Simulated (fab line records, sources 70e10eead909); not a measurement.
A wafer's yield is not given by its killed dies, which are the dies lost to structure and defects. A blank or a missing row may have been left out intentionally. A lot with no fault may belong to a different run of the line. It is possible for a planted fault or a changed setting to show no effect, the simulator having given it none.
Which of the tools did it? + flow nand harc + 13 lots, 39 wafers sampled, at 4 steps of a route of 1159

## WHAT THE GAUGES SHOWED, per wafer
NHARC_P_ZERO_WELL_CD_MEAS_37: the cd target is 720 nm.
| lot  | measured    | on        | cd nm (nm)                          |
|------|-------------|-----------|-------------------------------------|
| L227 | day 1 16:14 | cd sem-01 | 722.3 722.2 723.0                   |
| L228 | day 1 22:13 | cd sem-01 | 722.0 719.2 723.1                   |
| L229 | day 2 03:59 | cd sem-03 | 722.2 720.7 722.3                   |
| L230 | day 2 10:09 | cd sem-03 | 729.7 734.0 732.0 729.6 734.2 731.7 |
| L234 | day 3 10:07 | cd sem-03 | 721.3 722.0 721.3                   |
| L240 | day 4 22:05 | cd sem-01 | 722.0 717.5 717.3                   |
| L241 | day 5 04:07 | cd sem-02 | 722.5 722.1 724.4                   |
| L242 | day 5 10:10 | cd sem-02 | 717.8 720.9 716.8                   |
| L243 | day 5 16:08 | cd sem-02 | 720.8 721.0 720.5                   |
| L244 | day 5 21:58 | cd sem-02 | 721.5 717.9 719.7                   |
| L245 | day 6 04:08 | cd sem-03 | 722.9 722.5 723.3                   |
| L247 | day 6 16:11 | cd sem-03 | 720.7 720.7 721.2                   |
| L250 | day 7 10:07 | cd sem-03 | 720.1 719.6 720.0                   |

NHARC_P_STI_INSPECT_11.
| lot  | measured    | on                | raw defect count |
|------|-------------|-------------------|------------------|
| L227 | day 2 11:54 | defect inspect-02 | 4 5 5            |
| L228 | day 2 21:30 | defect inspect-01 | 5 8 3            |
| L229 | day 2 21:27 | defect inspect-01 | 5 3 3            |
| L230 | day 3 12:03 | defect inspect-01 | 2 3 5            |
| L234 | day 4 02:23 | defect inspect-02 | 9 11 4           |
| L240 | day 5 17:26 | defect inspect-01 | 8 8 7            |
| L241 | day 6 02:38 | defect inspect-01 | 5 3 6            |
| L242 | day 6 02:36 | defect inspect-01 | 3 4 6            |
| L243 | day 6 11:01 | defect inspect-02 | 5 1 6            |
| L244 | day 6 16:52 | defect inspect-02 | 9 3 1            |
| L245 | day 6 23:32 | defect inspect-02 | 1 4 4            |
| L247 | day 7 14:00 | defect inspect-02 | 2 2 2            |
| L250 | day 8 06:32 | defect inspect-01 | 6 4 5            |

## WHAT TOOL EACH LOT RAN ON (gives the tool, then ch and the chambers of the sampled wafers, and finally the start)
| lot  | NHARC_P_ZERO_WELL_ETCH_63       | NHARC_P_ZERO_WELL_EXPOSE_34      |
|------|---------------------------------|----------------------------------|
| L227 | rie si-05 ch 1,2,3, day 1 13:41 | krf scanner-03 ch 0, day 1 16:05 |
| L228 | rie si-06 ch 0,1,3, day 1 19:39 | krf scanner-01 ch 0, day 1 22:04 |
| L229 | rie si-04 ch 2,3, day 2 01:32   | krf scanner-01 ch 0, day 2 03:49 |
| L230 | rie si-04 ch 0,3, day 2 07:39   | krf scanner-01 ch 0, day 2 09:59 |
| L234 | rie si-06 ch 0,1,2, day 3 07:31 | krf scanner-01 ch 0, day 3 09:58 |
| L240 | rie si-06 ch 0,2,3, day 4 19:31 | krf scanner-01 ch 0, day 4 21:56 |
| L241 | rie si-05 ch 2,3, day 5 01:39   | krf scanner-01 ch 0, day 5 03:58 |
| L242 | rie si-05 ch 0,1, day 5 07:43   | krf scanner-03 ch 0, day 5 10:00 |
| L243 | rie si-04 ch 1,3, day 5 13:41   | krf scanner-03 ch 0, day 5 15:59 |
| L244 | rie si-05 ch 0,2,3, day 5 19:32 | krf scanner-03 ch 0, day 5 21:49 |
| L245 | rie si-04 ch 1,2, day 6 01:39   | krf scanner-01 ch 0, day 6 03:59 |
| L247 | rie si-06 ch 0,2, day 6 13:40   | krf scanner-04 ch 0, day 6 16:01 |
| L250 | rie si-05 ch 0,1,3, day 7 07:41 | krf scanner-03 ch 0, day 7 09:58 |
- NHARC_P_ZERO_WELL_ETCH_63: etches the open film in HBr/Cl2, target depth 120 nm, time 40.1 s.
- NHARC_P_ZERO_WELL_EXPOSE_34: exposes mask P PWELL, target cd 720 nm.

## AS READ BY THE TOOLS THEMSELVES (means over the sampled wafers that have a number; for cases with no such wafer, the mark the record gives instead)
NHARC_P_ZERO_WELL_ETCH_63.
| lot  | tool      | drypump motor current A (A) | oes product au (a.u.) | throttle valve pct (%) |
|------|-----------|-----------------------------|-----------------------|------------------------|
| L227 | rie si-05 | 5.8                         | 1.012                 | 26.407                 |
| L228 | rie si-06 | 5.9                         | 1.009                 | 26.413                 |
| L229 | rie si-04 | 6.2                         | 1.004                 | 26.403                 |
| L230 | rie si-04 | 6.3                         | 1.008                 | 26.399                 |
| L234 | rie si-06 | 5.8                         | 1.011                 | 26.410                 |
| L240 | rie si-06 | 5.6                         | 1.009                 | 26.399                 |
| L241 | rie si-05 | 5.9                         | 1.004                 | 26.401                 |
| L242 | rie si-05 | 5.7                         | 1.001                 | 26.406                 |
| L243 | rie si-04 | 6.1                         | 0.999                 | 26.403                 |
| L244 | rie si-05 | 5.9                         | 0.996                 | 26.402                 |
| L245 | rie si-04 | 5.6                         | 0.990                 | 26.397                 |
| L247 | rie si-06 | 5.6                         | 1.002                 | 26.408                 |
| L250 | rie si-05 | 5.8                         | 1.000                 | 26.401                 |

## THE ANSWER, worked out from the rows above alone
Rule: what is usual is taken from the lots themselves. The widest of any qualifying gaps counts: lots, ordered by their means at a reading, are off when they make up no more than a third of the lots, leave a main group of 4 or more, and stand apart from it by 3 or more times the standard deviation of that group's means. If all means in a main group match to the digits the tables above print for the reading, that group is not used. Also off: a lot with no number at a reading for which 4 or more lots have one. Where the step has rows for the other lots, those lots are counted as sound. The gauges are gone through in route order, then the tools' own readings, and for those a lot's mean is taken as printed above. The first step at which some lot is off is used, and at that step the reading that is off furthest; a lot without a number counts as furthest.
Off: L230 (NHARC_P_ZERO_WELL_CD_MEAS_37, cd nm). Mean 721.0 nm and standard deviation 1.4 in the main group.
A tool fits if, at a process step before that reading, it ran every lot that is off, and no sound lot after the first of them. Those tools and the gauges at NHARC_P_ZERO_WELL_CD_MEAS_37 are tried in the same way. None of those tried fits.

## WHAT THE SIMULATOR PUT IN
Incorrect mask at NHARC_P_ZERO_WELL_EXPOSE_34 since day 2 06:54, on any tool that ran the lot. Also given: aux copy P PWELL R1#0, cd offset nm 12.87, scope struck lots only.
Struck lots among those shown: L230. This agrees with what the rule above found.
